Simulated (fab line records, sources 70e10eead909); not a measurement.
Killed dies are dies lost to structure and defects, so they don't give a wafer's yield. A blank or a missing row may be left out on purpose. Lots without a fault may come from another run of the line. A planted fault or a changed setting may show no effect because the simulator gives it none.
fab line records | flow nand_harc
record lots=24 wafers=72 last_day=24
route steps=1159 shown P_M0@264 P_M1@312 P_M2@328
lots that met no fault: from a run of the same line without faults
start_h: hours from the record's first day to the start of the lot's first wafer shown | wait_h: hours since the lot's step before | " the same as in the row above | L1.1+2: a row that stands for several wafers | - no value, or no start given | * or withheld: withheld | < > ~ a bound
route shown NAME@n: a module of which the file shows steps, and the number in the route of the first | usual: mean/standard deviation of fault-free wafers | same: alike in all rows | chamber/n: place in a boat | sites: the reading at each site | _std_site: their standard deviation | _edge_site: outer sites' mean less inner sites' | radius_mm: how far each site lies from the wafer's centre | mask NAME#n: copy n | behind: the tool/chamber that last shaped the wafer | hold: why the lot was held/for how many hours/how that ended | device: the transistor (n, p or np) that didn't switch | end of line: the same wafers' tests at the end of the route | a step without rows: its recipe alone | killed: dies lost to structure and defects at the first sort, not the wafer's yield | map: a wafer's dies, x killed, . not, _ none there
set.NAME: the setting as run; set.NAME@STEP: as run at that earlier step | model.NAME: the simulator's own value behind a step, which no gauge read
steps of the route over a sample of lots; a table a step, a row a wafer
services: from which hour (start_h, from the record's first day; less than 0 if before it) a tool's chamber was out of use, for how many hours, and why
## steps
# step NHARC_P_M0_OVL_MEAS_10
# recipe pitch_nm=180
# usual overlay_x_nm=0.0/0.81 overlay_y_nm=0.1/0.68
# columns lot.wafer tool chamber start_h wait_h overlay_x_nm overlay_y_nm
L074.1 overlay-02 - 109.82 - -1.0 0.0
L074.5 " - " " -0.9 0.0
L074.6 " - " " -1.6 0.2
L076.4 overlay-01 - 132.82 - 0.1 0.1
L076.5 " - " " 0.3 0.2
L076.6 " - " " -0.1 0.6
L075.1 overlay-01 - 133.36 - -0.9 -0.2
L075.3 " - " " -0.4 0.4
L075.6 " - " " -0.3 -0.1
L078.1 overlay-01 - 135.24 - 0.3 0.6
L078.5 " - " " 0.2 0.2
L078.6 " - " " 0.2 0.6
L077.1 overlay-02 - 138.81 - 0.6 0.6
L077.4 " - " " 0.6 0.7
L077.6 " - " " 0.4 1.0
L079.1 overlay-01 - 147.06 - 0.6 -0.4
L079.2 " - " " 0.7 -0.6
L079.6 " - " " 0.7 -0.2
L080.1 overlay-01 - 152.81 - -0.5 -0.2
L080.3 " - " " -0.1 -0.4
L080.5 " - " " -0.7 -0.4
L081.2 overlay-01 - 159.91 - -1.0 0.3
L081.3 " - " " -0.5 0.5
L081.6 " - " " -1.4 -0.5
L082.1 overlay-01 - 163.12 - 0.9 -0.7
L082.4 " - " " 0.6 -1.0
L082.6 " - " " 0.5 -0.8
L083.1 overlay-02 - 164.68 - -1.0 0.2
L083.2 " - " " -0.1 0.0
L083.6 " - " " -0.3 0.4
L084.2 overlay-01 - 168.49 - 0.4 0.8
L084.4 " - " " 1.1 0.5
L084.6 " - " " -0.1 0.4
L088.2 overlay-02 - 193.92 - 0.7 0.2
L088.3 " - " " 0.7 0.1
L088.6 " - " " 1.4 0.4
L085.1 overlay-02 - 194.56 - 0.2 0.9
L085.2 " - " " 0.2 0.2
L085.3 " - " " 0.6 0.4
L086.1 overlay-01 - 195.13 - 0.1 -1.7
L086.2 " - " " 0.3 -1.1
L086.5 " - " " 0.3 -1.2
L087.1 overlay-02 - 196.80 - -0.3 1.9
L087.4 " - " " -1.3 1.8
L087.6 " - " " -0.4 1.6
L089.1 overlay-02 - 212.61 - 1.4 0.4
L089.4 " - " " 1.6 0.2
L089.6 " - " " 1.7 0.4
L090.1 overlay-02 - 213.17 - 0.6 -0.1
L090.3 " - " " 0.5 0.1
L090.6 " - " " 0.5 0.3
L091.4 overlay-01 - 216.37 - -0.6 -1.0
L091.5 " - " " -1.2 -0.9
L091.6 " - " " -0.8 -0.5
L093.2 overlay-01 - 227.49 - 2.1 -1.0
L093.3 " - " " 1.8 -0.8
L093.4 " - " " 1.2 -1.2
L092.3 overlay-01 - 227.92 - -1.4 -0.7
L092.4 " - " " -0.9 -0.6
L092.6 " - " " -0.9 -0.6
L095.1 overlay-01 - 239.42 - 0.4 0.6
L095.3 " - " " 0.1 0.2
L095.6 " - " " -0.4 1.1
L094.1 overlay-01 - 239.93 - -1.6 0.6
L094.2 " - " " -1.1 0.5
L094.5 " - " " -1.4 0.9
L096.1 overlay-01 - 257.29 - 0.0 0.4
L096.2 " - " " -0.1 0.1
L096.6 " - " " 0.1 1.1
L097.3 overlay-01 - 258.09 - 0.0 0.4
L097.4 " - " " 0.5 0.4
L097.6 " - " " 0.4 0.1
# step NHARC_P_M0_INSPECT_27
# usual raw_defect_count=297/100
# columns lot.wafer tool chamber start_h wait_h raw_defect_count
L074.1 defect_inspect-02 - 112.42 0.0 268
L074.5 " - " " 159
L074.6 " - " " 155
L076.4 defect_inspect-02 - 135.46 0.0 388
L076.5 " - " " 406
L076.6 " - " " 300
L075.1 defect_inspect-01 - 136.06 0.0 293
L075.3 " - " " 163
L075.6 " - " " 257
L078.1 defect_inspect-02 - 137.86 0.0 327
L078.5 " - " " 302
L078.6 " - " " 328
L077.1 defect_inspect-01 - 141.45 0.0 417
L077.4 " - " " 320
L077.6 " - " " 249
L079.1 defect_inspect-01 - 149.82 0.0 373
L079.2 " - " " 311
L079.6 " - " " 286
L080.1 defect_inspect-02 - 155.43 0.0 318
L080.3 " - " " 222
L080.5 " - " " 386
L081.2 defect_inspect-02 - 162.53 0.0 224
L081.3 " - " " 318
L081.6 " - " " 358
L082.1 defect_inspect-01 - 165.74 0.0 437
L082.4 " - " " 585
L082.6 " - " " 449
L083.1 defect_inspect-01 - 167.29 0.0 201
L083.2 " - " " 178
L083.6 " - " " 325
L084.2 defect_inspect-01 - 171.12 0.0 382
L084.4 " - " " 400
L084.6 " - " " 381
L088.2 defect_inspect-02 - 196.50 0.0 237
L088.3 " - " " 126
L088.6 " - " " 395
L085.1 defect_inspect-01 - 197.13 0.0 272
L085.2 " - " " 382
L085.3 " - " " 216
L086.1 defect_inspect-02 - 197.77 0.0 230
L086.2 " - " " 157
L086.5 " - " " 313
L087.1 defect_inspect-01 - 199.37 0.0 138
L087.4 " - " " 209
L087.6 " - " " 168
L089.1 defect_inspect-01 - 215.23 0.0 236
L089.4 " - " " 400
L089.6 " - " " 370
L090.1 defect_inspect-02 - 215.86 0.0 297
L090.3 " - " " 215
L090.6 " - " " 210
L091.4 defect_inspect-01 - 219.04 0.0 329
L091.5 " - " " 330
L091.6 " - " " 200
L093.2 defect_inspect-02 - 230.28 0.0 324
L093.3 " - " " 415
L093.4 " - " " 355
L092.3 defect_inspect-01 - 230.71 0.0 226
L092.4 " - " " 219
L092.6 " - " " 277
L095.1 defect_inspect-01 - 242.02 0.0 152
L095.3 " - " " 210
L095.6 " - " " 383
L094.1 defect_inspect-02 - 242.62 0.0 234
L094.2 " - " " 203
L094.5 " - " " 135
L096.1 defect_inspect-01 - 259.87 0.0 477
L096.2 " - " " 388
L096.6 " - " " 246
L097.3 defect_inspect-01 - 260.71 0.0 297
L097.4 " - " " 235
L097.6 " - " " 162
# step NHARC_P_M1_THK_MEAS_24
# recipe thk_meas_gauge=xrf
# usual thk_nm=157.5/1.8
# columns lot.wafer tool chamber start_h wait_h thk_nm
L074.1 film_metro-01 - 116.96 - 153.1
L074.5 " - " " 154.9
L074.6 " - " " 154.8
L076.4 film_metro-01 - 139.47 - 157.0
L076.5 " - " " 157.1
L076.6 " - " " 160.2
L075.1 film_metro-02 - 140.26 - 156.5
L075.3 " - " " 157.2
L075.6 " - " " 160.5
L078.1 film_metro-01 - 141.91 - 161.7
L078.5 " - " " 159.2
L078.6 " - " " 155.1
L077.1 film_metro-02 - 145.64 - 156.6
L077.4 " - " " 160.0
L077.6 " - " " 158.2
L079.1 film_metro-01 - 153.78 - 159.9
L079.2 " - " " 155.7
L079.6 " - " " 153.2
L080.1 film_metro-02 - 160.33 - 156.6
L080.3 " - " " 157.7
L080.5 " - " " 159.0
L081.2 film_metro-02 - 166.87 - 155.0
L081.3 " - " " 153.9
L081.6 " - " " 159.7
L082.1 film_metro-01 - 169.90 - 158.6
L082.4 " - " " 157.0
L082.6 " - " " 158.2
L083.1 film_metro-02 - 171.48 - 157.1
L083.2 " - " " 155.9
L083.6 " - " " 154.8
L084.2 film_metro-02 - 175.27 - 160.2
L084.4 " - " " 157.2
L084.6 " - " " 157.1
L088.2 film_metro-01 - 200.41 - 159.3
L088.3 " - " " 158.2
L088.6 " - " " 155.1
L085.1 film_metro-01 - 201.12 - 157.5
L085.2 " - " " 159.4
L085.3 " - " " 156.5
L086.1 film_metro-02 - 201.77 - 159.5
L086.2 " - " " 156.2
L086.5 " - " " 157.7
L087.1 film_metro-01 - 203.42 - 157.9
L087.4 " - " " 155.3
L087.6 " - " " 156.7
L089.1 film_metro-02 - 219.22 - 161.3
L089.4 " - " " 157.5
L089.6 " - " " 155.9
L090.1 film_metro-02 - 219.86 - 156.6
L090.3 " - " " 156.9
L090.6 " - " " 159.5
L091.4 film_metro-02 - 223.03 - 157.4
L091.5 " - " " 157.0
L091.6 " - " " 158.7
L093.2 film_metro-02 - 234.28 - 156.0
L093.3 " - " " 159.5
L093.4 " - " " 158.5
L092.3 film_metro-01 - 234.77 - 156.5
L092.4 " - " " 158.0
L092.6 " - " " 158.0
L095.1 film_metro-02 - 245.92 - 155.7
L095.3 " - " " 157.2
L095.6 " - " " 156.5
L094.1 film_metro-01 - 246.81 - 156.5
L094.2 " - " " 158.2
L094.5 " - " " 157.2
L096.1 film_metro-01 - 263.91 - 156.7
L096.2 " - " " 160.4
L096.6 " - " " 159.0
L097.3 film_metro-01 - 264.73 - 158.1
L097.4 " - " " 155.1
L097.6 " - " " 160.2
# step NHARC_P_M2_CD_MEAS_09
# recipe target_cd_nm=170 landing_energy_ev=500
# usual cd_nm=169.9/0.78
# columns lot.wafer tool chamber start_h wait_h cd_nm
L074.1 cd_sem-02 0 118.54 - 171.6
L074.5 " 0 " " 170.5
L074.6 " 0 " " 170.6
L076.4 cd_sem-02 0 140.90 - 170.0
L076.5 " 0 " " 170.8
L076.6 " 0 " " 170.4
L075.1 cd_sem-01 0 141.78 - 168.8
L075.3 " 0 " " 170.3
L075.6 " 0 " " 169.0
L078.1 cd_sem-03 0 143.31 - 169.6
L078.5 " 0 " " 169.9
L078.6 " 0 " " 169.3
L077.1 cd_sem-02 0 147.20 - 168.9
L077.4 " 0 " " 170.6
L077.6 " 0 " " 170.4
L079.1 cd_sem-02 0 155.22 - 170.5
L079.2 " 0 " " 169.9
L079.6 " 0 " " 169.8
L080.1 cd_sem-03 0 161.96 - 170.1
L080.3 " 0 " " 170.4
L080.5 " 0 " " 169.7
L081.2 cd_sem-02 0 168.42 - 168.7
L081.3 " 0 " " 171.0
L081.6 " 0 " " 170.6
L082.1 cd_sem-01 0 171.59 - 169.2
L082.4 " 0 " " 169.7
L082.6 " 0 " " 170.1
L083.1 cd_sem-03 0 173.20 - 169.1
L083.2 " 0 " " 170.6
L083.6 " 0 " " 170.0
L084.2 cd_sem-01 0 176.70 - 169.2
L084.4 " 0 " " 171.0
L084.6 " 0 " " 169.8
L088.2 cd_sem-03 0 201.97 - 170.1
L088.3 " 0 " " 169.1
L088.6 " 0 " " 170.4
L085.1 cd_sem-01 0 202.67 - 168.8
L085.2 " 0 " " 168.5
L085.3 " 0 " " 170.8
L086.1 cd_sem-01 0 203.23 - 170.8
L086.2 " 0 " " 170.0
L086.5 " 0 " " 169.2
L087.1 cd_sem-02 0 204.98 - 170.4
L087.4 " 0 " " 170.6
L087.6 " 0 " " 170.5
L089.1 cd_sem-01 0 220.63 - 169.9
L089.4 " 0 " " 170.6
L089.6 " 0 " " 170.9
L090.1 cd_sem-03 0 221.39 - 170.5
L090.3 " 0 " " 170.6
L090.6 " 0 " " 170.0
L091.4 cd_sem-02 0 224.61 - 171.2
L091.5 " 0 " " 169.3
L091.6 " 0 " " 170.0
L093.2 cd_sem-02 0 235.71 - 170.0
L093.3 " 0 " " 169.4
L093.4 " 0 " " 168.7
L092.3 cd_sem-03 0 236.39 - 169.5
L092.4 " 0 " " 168.9
L092.6 " 0 " " 168.1
L095.1 cd_sem-02 0 247.32 - 170.8
L095.3 " 0 " " 169.5
L095.6 " 0 " " 169.0
L094.1 cd_sem-03 0 248.48 - 169.5
L094.2 " 0 " " 168.9
L094.5 " 0 " " 171.2
L096.1 cd_sem-02 0 265.44 - 170.1
L096.2 " 0 " " 169.9
L096.6 " 0 " " 169.2
L097.3 cd_sem-01 0 266.16 - 169.4
L097.4 " 0 " " 169.7
L097.6 " 0 " " 167.8
# step NHARC_P_M2_CD_MEAS_16
# usual cd_nm=169.9/1.1
# columns lot.wafer tool chamber start_h wait_h cd_nm
L074.1 cd_sem-02 - 119.06 - 171.8
L074.5 " - " " 171.5
L074.6 " - " " 171.5
L076.4 cd_sem-03 - 141.44 - 170.5
L076.5 " - " " 170.3
L076.6 " - " " 171.1
L075.1 cd_sem-03 - 142.32 - 169.1
L075.3 " - " " 169.7
L075.6 " - " " 169.1
L078.1 cd_sem-03 - 143.84 - 170.1
L078.5 " - " " 169.4
L078.6 " - " " 168.6
L077.1 cd_sem-01 - 147.74 - 169.5
L077.4 " - " " 171.6
L077.6 " - " " 169.2
L079.1 cd_sem-02 - 155.71 - 170.1
L079.2 " - " " 168.9
L079.6 " - " " 169.1
L080.1 cd_sem-03 - 162.80 - 169.6
L080.3 " - " " 170.7
L080.5 " - " " 169.0
L081.2 cd_sem-01 - 168.96 - 168.5
L081.3 " - " " 171.1
L081.6 " - " " 170.8
L082.1 cd_sem-02 - 172.08 - 169.4
L082.4 " - " " 169.8
L082.6 " - " " 169.3
L083.1 cd_sem-01 - 173.76 - 168.6
L083.2 " - " " 169.9
L083.6 " - " " 169.4
L084.2 cd_sem-02 - 177.25 - 168.6
L084.4 " - " " 170.2
L084.6 " - " " 169.7
L088.2 cd_sem-01 - 202.48 - 171.8
L088.3 " - " " 169.8
L088.6 " - " " 171.1
L085.1 cd_sem-02 - 203.16 - 168.0
L085.2 " - " " 167.0
L085.3 " - " " 170.6
L086.1 cd_sem-02 - 203.74 - 172.2
L086.2 " - " " 170.6
L086.5 " - " " 169.0
L087.1 cd_sem-01 - 205.48 - 170.0
L087.4 " - " " 172.9
L087.6 " - " " 170.7
L089.1 cd_sem-03 - 221.14 - 169.6
L089.4 " - " " 170.3
L089.6 " - " " 170.3
L090.1 cd_sem-02 - 221.96 - 170.0
L090.3 " - " " 170.6
L090.6 " - " " 169.1
L091.4 cd_sem-02 - 225.10 - 171.4
L091.5 " - " " 168.8
L091.6 " - " " 169.9
L093.2 cd_sem-03 - 236.20 - 170.2
L093.3 " - " " 169.2
L093.4 " - " " 170.2
L092.3 cd_sem-02 - 236.88 - 168.0
L092.4 " - " " 169.2
L092.6 " - " " 168.0
L095.1 cd_sem-02 - 247.81 - 169.7
L095.3 " - " " 170.5
L095.6 " - " " 168.6
L094.1 cd_sem-03 - 249.01 - 170.5
L094.2 " - " " 169.2
L094.5 " - " " 171.2
L096.1 cd_sem-02 - 265.93 - 170.9
L096.2 " - " " 170.1
L096.6 " - " " 170.3
L097.3 cd_sem-01 - 266.65 - 169.3
L097.4 " - " " 170.2
L097.6 " - " " 168.6
# step NHARC_P_M2_STRIP_18
# recipe power_w=1000 n2_flow_sccm=150 h2_flow_sccm=150 ar_flow_sccm=0 bias_w=0 chemistry=N2/H2
# usual drypump_motor_current_A=5.7/0.45 mfc_ar_sccm=0.010/0.015 oes_product_au=1.005/0.016 rf_vpp_V=90.5/0.98 showerhead_plenum_p_Torr=1.98/0.078 throttle_valve_pct=14.171/0.0088
# columns lot.wafer tool chamber start_h wait_h drypump_motor_current_A mfc_ar_sccm oes_product_au rf_hours_counter_h rf_vpp_V showerhead_plenum_p_Torr throttle_valve_pct
L074.1 rie_diel-07 1 119.13 0.1 4.9 0 1.015 24 92.3 2.10 14.175
L074.5 " 1 " " 4.9 0 1.014 - 92.0 2.10 14.180
L074.6 " 2 " " 6.6 0 1.032 - 90.9 2.03 14.159
L076.4 rie_diel-09 3 141.61 0.2 5.7 0 1.022 - 90.4 1.98 14.181
L076.5 " 1 " " 6.4 0 1.008 - 89.4 1.90 14.162
L076.6 " 2 " " 5.4 0.032 1.010 - 89.8 1.92 14.161
L075.3 rie_diel-09 2 142.43 0.1 5.5 0.032 0.995 2 89.7 1.92 14.173
L075.1 " 3 " " 5.8 0 1.019 2 91.1 1.98 14.175
L075.6 " 1 " " 6.3 0 1.007 - 89.8 1.90 14.180
L078.1 rie_diel-09 3 143.99 0.1 5.8 0 1.029 2 91.6 1.98 14.171
L078.5 " 1 " " 6.4 0 1.023 - 90.1 1.90 14.181
L078.6 " 3 " " 5.8 0 1.034 - 92.0 1.98 14.180
L077.1 rie_diel-09 2 147.85 0.1 5.5 0.032 1.005 3 90.1 1.92 14.169
L077.6 " 1 " " 6.5 0 1.015 - 89.9 1.90 14.182
L077.4 " 2 " " 5.5 0.032 1.009 - 90.3 1.92 14.170
L079.1 rie_diel-04 3 155.79 0.1 5.4 0.004 1.005 9 93.1 2.16 14.158
L079.2 " 1 " " 5.1 0.013 0.994 10 91.0 2.04 14.158
L079.6 " 0 " " 5.9 0 1.032 - 92.3 2.03 14.178
L080.1 rie_diel-07 0 162.90 0.1 5.1 0 1.005 40 90.6 1.88 14.171
L080.3 " 1 " " 4.9 0 0.993 39 92.4 2.10 14.166
L080.5 " 3 " " 5.1 0 1.009 - 91.6 2.07 14.161
L081.3 rie_diel-04 1 169.05 0.1 5.1 0.013 1.000 12 92.3 2.04 14.172
L081.2 " 0 " " 6.0 0 1.026 11 90.0 2.03 14.155
L081.6 " 2 " " 5.8 0.043 1.006 - 91.1 2.11 14.186
L082.1 rie_diel-09 0 172.16 0.1 5.3 0.004 0.957 2 89.7 1.96 14.176
L082.4 " 2 " " 5.5 0.032 1.007 4 90.2 1.92 14.174
L082.6 " 1 " " 6.3 0 1.010 - 88.8 1.90 14.167
L083.2 rie_diel-09 3 173.84 0.1 5.8 0 1.014 4 90.4 1.98 14.171
L083.1 " 1 " " 6.4 0 0.999 4 89.8 1.90 14.159
L083.6 " 3 " " 5.8 0 1.023 - 91.5 1.98 14.172
L084.4 rie_diel-04 3 177.37 0.1 5.5 0.004 0.992 14 91.4 2.16 14.175
L084.2 " 0 " " 5.9 0 1.017 13 91.0 2.02 14.165
L084.6 " 2 " " 5.8 0.043 0.996 - 90.5 2.11 14.166
L088.3 rie_diel-09 0 202.56 0.1 5.3 0.004 0.972 2 90.1 1.96 14.170
L088.2 " 2 " " 5.4 0.032 0.994 5 90.7 1.91 14.170
L088.6 " 1 " " 6.4 0 1.007 - 89.3 1.90 14.155
L085.1 rie_diel-09 0 203.24 0.1 5.3 0.004 0.971 2 89.5 1.96 14.181
L085.3 " 1 " " 6.4 0 1.004 5 90.5 1.90 14.181
L085.2 " 3 " " 5.8 0 1.007 5 90.8 1.98 14.171
L086.2 rie_diel-09 3 203.84 0.1 5.8 0 1.026 5 90.9 1.98 14.167
L086.1 " 0 " " 5.3 0.004 0.977 2 89.6 1.96 14.162
L086.5 " 2 " " 5.5 0.032 1.003 - 91.5 1.91 14.173
L087.4 rie_diel-09 2 205.61 0.1 5.5 0.032 1.003 5 90.7 1.91 14.163
L087.1 " 3 " " 5.8 0 1.017 5 89.6 1.98 14.161
L087.6 " 0 " " 5.3 0.004 0.976 - 90.4 1.96 14.166
L089.1 rie_diel-04 3 221.24 0.1 5.5 0.004 1.007 23 91.7 2.15 14.174
L089.4 " 0 " " 6.0 0 1.019 23 90.7 2.02 14.164
L089.6 " 2 " " 5.8 0.043 1.013 - 90.7 2.11 14.161
L090.3 rie_diel-04 0 222.03 0.1 6.0 0 1.021 24 92.0 2.02 14.175
L090.1 " 2 " " 5.8 0.043 1.007 23 92.1 2.11 14.183
L090.6 " 0 " " 6.0 0 1.025 - 91.7 2.02 14.180
L091.4 rie_diel-04 0 225.25 0.2 5.9 0 1.029 24 89.9 2.02 14.158
L091.5 " 1 " " 5.0 0.013 1.007 - 92.1 2.03 14.171
L091.6 " 2 " " 5.8 0.043 1.010 - 92.7 2.11 14.178
L093.4 rie_diel-09 2 236.29 0.1 5.5 0.032 0.998 6 91.3 1.91 14.184
L093.2 " 3 " " 5.8 0 1.006 6 90.7 1.98 14.164
L093.3 " 0 " " 5.3 0.004 0.968 3 91.1 1.96 14.181
L092.3 rie_diel-09 3 236.98 0.1 5.7 0 1.006 6 90.5 1.98 14.172
L092.4 " 2 " " 5.5 0.032 1.003 - 90.0 1.91 14.183
L092.6 " 3 " " 5.7 0 1.000 - 90.7 1.98 14.165
L095.3 rie_diel-09 3 247.88 0.1 5.8 0 1.016 7 90.3 1.98 14.168
L095.1 " 1 " " 6.4 0 1.010 6 90.1 1.90 14.177
L095.6 " 2 " " 5.5 0.032 1.004 - 90.1 1.91 14.181
L094.1 rie_diel-09 2 249.09 0.1 5.5 0.032 0.995 7 90.5 1.91 14.165
L094.2 " 3 " " 5.7 0 1.013 7 91.5 1.98 14.169
L094.5 " 3 " " 5.8 0 1.004 - 91.7 1.98 14.173
L096.1 rie_diel-09 1 266.06 0.1 6.4 0 1.036 0 90.4 1.90 14.175
L096.2 " 2 " " 5.4 0.032 1.021 0 89.0 1.91 14.175
L096.6 " 0 " " 5.3 0.004 0.970 - 89.3 1.96 14.163
L097.4 rie_diel-09 0 266.71 0.1 5.3 0.004 0.970 0 90.9 1.96 14.192
L097.3 " 1 " " 6.4 0 1.032 0 89.4 1.90 14.165
L097.6 " 0 " " 5.3 0.004 0.978 - 89.8 1.96 14.173
## services
# columns tool chamber start_h hours kind
rie_diel-09 1 100.84 5.4 repair
rie_diel-07 2 107.05 2.9 repair
rie_diel-09 0 110.60 - clean
rie_diel-09 1 110.60 - clean
rie_diel-09 2 110.60 - clean
rie_diel-09 3 110.60 - clean
rie_diel-04 - 111.91 9.0 pm
rie_diel-07 - 124.81 0.4 repair
rie_diel-07 - 134.69 0.1 repair
rie_diel-09 0 135.10 - clean
rie_diel-09 1 135.10 - clean
rie_diel-09 2 135.10 - clean
rie_diel-09 3 135.10 - clean
rie_diel-09 0 138.91 27.4 repair
rie_diel-09 1 159.60 - clean
rie_diel-09 2 159.60 - clean
rie_diel-09 3 159.60 - clean
rie_diel-09 1 165.45 4.5 repair
rie_diel-09 0 176.42 9.6 repair
rie_diel-04 2 178.98 4.3 repair
rie_diel-09 0 189.71 8.1 repair
rie_diel-07 - 229.31 9.0 pm
rie_diel-09 0 236.87 25.4 repair
rie_diel-09 - 254.10 9.0 pm
## key
fault none
